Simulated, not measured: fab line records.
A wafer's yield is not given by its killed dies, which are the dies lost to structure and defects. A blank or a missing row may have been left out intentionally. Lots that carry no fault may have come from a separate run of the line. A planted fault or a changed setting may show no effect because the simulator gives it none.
Which tool did it?	flow n5 finfet	Sampling: 8 lots, 21 wafers, 6 of 1938 route steps

## WHAT EACH GAUGE READ, for each wafer
N5_MOL_CONTACT_COAG_THK_MEAS_29.
lot	measured	on	MD_CAP_THK (nm)
L782	day 6 01:50	film metro-01	17.92 17.88 17.82
L785	day 6 20:56	film metro-02	18.04 18.07 17.99
L786	day 7 03:17	film metro-01	17.99 17.94 18.05
L792	day 8 17:38	film metro-02	27.57 18.02
L794	day 8 22:08	film metro-02	17.91 17.99
L795	day 9 14:55	film metro-02	27.77 17.95
L798	day 10 01:17	film metro-02	17.94 17.92 17.94
L800	day 10 18:06	film metro-01	17.71 17.58 17.85

## TOOL THAT RAN EACH LOT (tool first, then ch and the chambers of the sampled wafers, then the start)
lot	N5_HKMG_FIN_STRIP_90	N5_GATE_CUT_ETCH_56	N5_GATE_CUT_ETCHBACK_30	N5_GATE_CUT_SAC_CAP_01	N5_GATE_CUT_ETCH_19
L782	rie diel-05 ch 0,2,3, day 5 05:31	rie metal-03 ch 0,1, day 5 07:38	rie metal-03 ch 0,1, day 5 07:46	ald sin-03 ch 0,2, day 5 08:11	rie diel-01 ch 1,3, day 5 11:39
L785	rie diel-05 ch 2,3, day 6 02:08	rie metal-03 ch 0,1, day 6 04:13	rie metal-03 ch 0,1, day 6 04:19	ald sin-01 ch 0,1, day 6 04:43	rie diel-01 ch 0,2,3, day 6 08:14
L786	rie diel-05 ch 0,1,2, day 6 09:00	rie metal-03 ch 0,1, day 6 11:18	rie metal-03 ch 0,1, day 6 11:23	ald sin-01 ch 0,1,2, day 6 11:47	rie diel-04 ch 0,1,2, day 6 15:08
L792	rie diel-06 ch 1,2, day 7 19:51	rie metal-03 ch 0,1, day 7 21:59	rie metal-03 ch 0,1, day 7 22:04	ald sin-01 ch 0,1, day 7 22:27	rie diel-04 ch 1,3, day 8 02:07
L794	rie diel-06 ch 2, day 8 04:42	rie metal-03 ch 0,1, day 8 06:56	rie metal-03 ch 0,1, day 8 07:01	ald sin-03 ch 0,1, day 8 07:24	rie diel-01 ch 1,3, day 8 10:52
L795	rie diel-02 ch 1,2, day 8 19:34	rie metal-03 ch 0,1, day 8 21:47	rie metal-03 ch 0,1, day 8 21:52	ald sin-01 ch 1,2, day 8 22:56	rie diel-03 ch 2,3, day 9 02:23
L798	rie diel-02 ch 1,3, day 9 05:02	rie metal-03 ch 1, day 9 07:07	rie metal-03 ch 1, day 9 07:13	ald sin-04 ch 0,1,2, day 9 07:37	rie diel-04 ch 0,3, day 9 11:06
L800	rie diel-06 ch 2,3, day 9 21:46	rie metal-02 ch 0,1, day 10 02:35	rie metal-02 ch 0,1, day 10 02:40	ald sin-04 ch 0,1,2, day 10 03:04	rie diel-01 ch 0,2,3, day 10 06:36
- N5_HKMG_FIN_STRIP_90: strips SOC in N2/H2, time 20 s.
- N5_GATE_CUT_ETCH_56: etches TiN in Cl2/Ar, target depth 21.6 nm.
- N5_GATE_CUT_ETCHBACK_30: etches TiN in Cl2/Ar, target depth 3 nm.
- N5_GATE_CUT_SAC_CAP_01: material SiNx, target thk 24 nm, pulse time 1 s, ald cycles 480.
- N5_GATE_CUT_ETCH_19: etches SiNx in CH3F/O2, target depth 53.7 nm, time 76.7 s.

## THE ANSWER, worked out from the rows above alone
Rule: the lots themselves supply what counts as usual. Put in order of their means at a reading, lots are off if they are a third of the lots or fewer, leave a main group of 4 or more, and stand apart from it by a gap of 3 or more times the standard deviation of the main group's means; of several such gaps the widest counts. A main group whose means are all the same, to the digits that the tables above print for the reading, isn't used. Also off: a lot with no number at a reading for which 4 or more lots have one. All remaining lots with rows at the step are treated as sound.
Off: at N5_MOL_CONTACT_COAG_THK_MEAS_29 (MD_CAP_THK), L792, L795. For the main group the mean is 17.92 nm and the standard deviation 0.1.
If a tool, at a process step before that reading, ran all the lots that are off and no sound lot after the first of them, it fits. Gauges at N5_MOL_CONTACT_COAG_THK_MEAS_29: tried the same way as those tools. One fits: ald sin-01 at N5_GATE_CUT_SAC_CAP_01. A fault onset in the window from L786 (day 6 11:47, its last sound lot) to L792 (day 7 22:27, its first lot off) fits.

## WHAT HAD BEEN PUT IN BY THE SIMULATOR
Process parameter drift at N5_GATE_CUT_SAC_CAP_01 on ald sin-01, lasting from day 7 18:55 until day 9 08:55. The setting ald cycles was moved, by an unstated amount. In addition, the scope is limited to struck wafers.
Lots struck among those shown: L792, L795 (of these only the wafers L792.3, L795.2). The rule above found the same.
